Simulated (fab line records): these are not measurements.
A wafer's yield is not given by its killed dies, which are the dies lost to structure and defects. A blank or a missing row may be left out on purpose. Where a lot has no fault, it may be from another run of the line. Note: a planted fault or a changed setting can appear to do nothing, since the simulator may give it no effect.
Chamber matching    flow nandHarc    NHARC_A_CONTACT_ETCH_31 on rieDiel-03: 4 sister chambers
The step etches the open film in O2/COS, target depth 2800 nm, time 728 s. 4 wafers are shown with their chamber, then 7 later ones without.

== WAFERS, EACH WITH ITS CHAMBER ==
wafer   chamber  showerheadPlenumPTorr (Torr)
L685.2  0        2.93
L685.4  3        3.30
L690.1  2        2.97
L690.4  1        3.01

== WAFERS WITH NO CHAMBER GIVEN ==
wafer   showerheadPlenumPTorr (Torr)
L690.5  2.92
L691.1  2.97
L691.3  3.01
L691.4  3.29
L702.1  2.96
L702.4  3.29
L702.5  3.29

== EACH ONE'S CHAMBER ==
wafer   from the rows above  in truth
L690.5  0                    0
L691.1  2                    2
L691.3  1                    1
L691.4  3                    3
L702.1  2                    2
L702.4  3                    3
L702.5  3                    3
Correct placement for 7 of the 7. From these rows, 0 cannot be placed. 0 placed wrongly.
How it was worked out, from the rows above alone: a wafer's distance from a chamber is the root of the sum, over the readings, of the square of ((its reading less the chamber's mean) divided by the reading's scatter). The wafer belongs to the nearest chamber; if the next one is less than 2 further off, it can't be placed. Each chamber's mean is taken over the wafers shown for it. The scatter: with one shown wafer a chamber, the root of the mean of the squares of how far each hidden wafer lies from its nearest shown one.
